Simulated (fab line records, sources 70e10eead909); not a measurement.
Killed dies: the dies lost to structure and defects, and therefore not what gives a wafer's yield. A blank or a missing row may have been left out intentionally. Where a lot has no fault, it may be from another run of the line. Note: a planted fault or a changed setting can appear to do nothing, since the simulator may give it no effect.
2 desks, one fault + flow nand-harc + each desk holds nothing but its own numbers, with what lay behind them at the end

== THE DEFECT DESK ==
Inspection counts along the route, by lot: the mean over sampled wafers that carry a number. Marked OUT: a lot whose mean sits more than 4 standard deviations from the usual mean, which makes it out of limits; the brackets give that distance.
Columns: A = raw-defect-count at NHARC_P_START_INSPECT_01, usual 3.6
| lot  | first seen here | A   |
|------|-----------------|-----|
| L332 | day 1 12:02     | 3.3 |
| L334 | day 2 00:02     | 3.3 |
| L336 | day 2 12:02     | 4.3 |
| L337 | day 2 18:02     | 1.3 |
| L339 | day 3 06:02     | 3.0 |
| L346 | day 5 00:02     | 4.0 |
| L347 | day 5 06:02     | 5.0 |
| L348 | day 5 12:02     | 3.3 |
| L350 | day 6 00:02     | 4.0 |
| L351 | day 6 06:02     | 1.0 |
| L352 | day 6 12:02     | 6.7 |
| L355 | day 7 06:02     | 3.7 |
This desk found nothing out of limits on any of the 12 lots.

== TOOL OWNER'S DESK, wet-bench-05 ==
The tool's own readings at NHARC_P_ZERO_WELL_STRIP_56 (strips in SPM, time 840 s): means of the sampled wafers that have a number, for each lot that ran on this tool. Marked OUT: a lot whose mean sits more than 4 standard deviations from the usual mean, which makes it out of limits; the brackets give that distance.
Columns: A = bath-guard-temp-C at NHARC_P_ZERO_WELL_STRIP_56, usual 129.8 C; B = bath-heat-duty-pct at NHARC_P_ZERO_WELL_STRIP_56, usual 14.8 %; C = temp-c at NHARC_P_ZERO_WELL_STRIP_56, usual 129.99 C
| lot  | first seen here | A     | B    | C      |
|------|-----------------|-------|------|--------|
| L332 | day 1 18:31     | 129.5 | 14.4 | 130.01 |
| L336 | day 2 18:26     | 130.1 | 12.5 | 130.04 |
| L347 | day 5 12:37     | 129.7 | 15.0 | 130.07 |
| L348 | day 5 18:13     | 130.0 | 13.9 | 129.94 |
| L351 | day 6 12:18     | 129.7 | 13.6 | 130.01 |
This desk found nothing out of limits on any of the 5 lots.

== ALL TOGETHER ==
The defect desk saw nothing out of limits.
The desk of the tool owner found nothing out of limits.

== WHAT THE SIMULATOR PUT IN ==
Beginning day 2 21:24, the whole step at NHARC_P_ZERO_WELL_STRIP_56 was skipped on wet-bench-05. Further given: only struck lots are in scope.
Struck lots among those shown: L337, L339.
